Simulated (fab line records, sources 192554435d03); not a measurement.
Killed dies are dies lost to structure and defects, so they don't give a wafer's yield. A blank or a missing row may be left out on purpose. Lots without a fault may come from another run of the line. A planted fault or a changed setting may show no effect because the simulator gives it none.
Problem report in the 8D (eight disciplines) form, filled by code | flow n5_finfet | the parts of the form that need people (team, actions taken, sign-off) are left out
Where a reading is given only as a bound, like >300, the bound stands for it, and a mean or a difference that rests on one is marked > or <: the true number lies beyond.

1. THE PROBLEM
raw_defect_count at N5_BEOL_M0_SAQP_INSPECT_42 reads a mean of 926 on 9 wafers of 3 lots; wafers without a fault read 281 with a standard deviation of 78. That is +8.3 standard deviations from the usual mean.
The step: inspects for defects (brightfield).
First seen on wafer L116.1, day 6 10:08, on defect_inspect-02. The record holds 15 wafers of 5 lots with a number at this step. Rule for "out", or "out of limits": more than 4 standard deviations from the usual mean. The other wafers with a number count as sound.

2. WHAT IT IS AND WHAT IT IS NOT
question                    | is                                   | is not
which readings at this step | raw_defect_count                     | -
which lots                  | L116, L117, L118                     | L114, L129
which wafers of those lots  | all that have a number               | -
read on which gauges        | defect_inspect-01, defect_inspect-02 | -
when                        | from day 6 10:08                     | up to then (3 sound wafers); but 3 sound wafers of L129 came after

3. SUSPECTS, AND WHAT RULES EACH OUT
Counting: a tool at a process step up to the reading stays a suspect if it ran every lot that is out and no sound lot after the first of them.
- the gauge at N5_BEOL_M0_SAQP_INSPECT_42: ruled out. The wafers that are out were read on 2 gauges (defect_inspect-01, defect_inspect-02).
- ald_sin-02 at N5_BEOL_M0_SAQP_SPACER2_ALD_26 (deposits SiO2, target thk 15 nm, pulse time 1 s, purge time 2 s): kept. It ran every lot that is out, first L116 (day 6 08:42), and no sound lot after that; its last sound lot up to then is L114 (day 5 22:37).
Left after counting: ald_sin-02 at N5_BEOL_M0_SAQP_SPACER2_ALD_26.

4. THE CAUSE (what the simulator had put in)
Chamber particle source: ald_sin-02, from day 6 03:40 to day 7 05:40, at N5_BEOL_M0_SAQP_SPACER2_ALD_26. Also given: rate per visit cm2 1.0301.
Counting left only this tool.

5. THE CHAIN OF EFFECTS, in route order
Each row: a reading whose mean over the struck wafers that have a number lies more than 3 standard deviations from the usual. Only readings for which the record gives a usual standard deviation are gone through. hours: the time from each lot's start at the first step in this table that gives one to its start at this step, as a median over the lots. sigmas: the change in usual standard deviations.
hours | step                       | reading              | usual  | on struck wafers | change | sigmas
0     | N5_BEOL_M0_SAQP_INSPECT_42 | raw_defect_count     | 281    | 926              | +645   | +8.3
1     | N5_BEOL_M0_CUTY_INSPECT_59 | raw_defect_count     | 2.1    | >300             | >+298  | +99 or more
172   | N5_PASSIVATION_PROBE_49    | defect_limited_yield | 91.6 % | 82.6             | -9.0   | -6.4
172   | N5_PASSIVATION_PROBE_49    | killed_at_M0_to_M3   | 33     | 148              | +115   | +12
172   | N5_PASSIVATION_PROBE_49    | killed_dies          | 99     | 205              | +106   | +6.6
172   | N5_PASSIVATION_PROBE_49    | sort_bin_5_function  | 4.9 %  | 10.7             | +5.8   | +6.4
172   | N5_PASSIVATION_PROBE_49    | sort_n_pass          | 1081   | 975              | -106   | -6.6
172   | N5_PASSIVATION_PROBE_49    | sort_yield_pct       | 91.6 % | 82.6             | -9.0   | -6.4
The process steps in it:
- N5_PASSIVATION_PROBE_49
Later measuring or inspecting steps at which every struck wafer that the step has a row for has a number for every such reading, and none has moved that far: N5_BEOL_M4_RC_MEAS_101.

6. WHAT WOULD HAVE CAUGHT IT SOONER
In this record the first reading out of limits at a measuring or inspecting step was taken at day 6 10:08, 6 hours after the fault began at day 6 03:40.
Of the tool readings at N5_BEOL_M0_SAQP_SPACER2_ALD_26 for which the record gives a usual standard deviation, none was out on any struck wafer, so an alarm limit of 4 standard deviations on them would not have fired.
Of the lots that are out (3), L117, L118 began N5_BEOL_M0_SAQP_SPACER2_ALD_26 on ald_sin-02 after day 6 10:08. A hold on the tool at that time would have spared those 2.
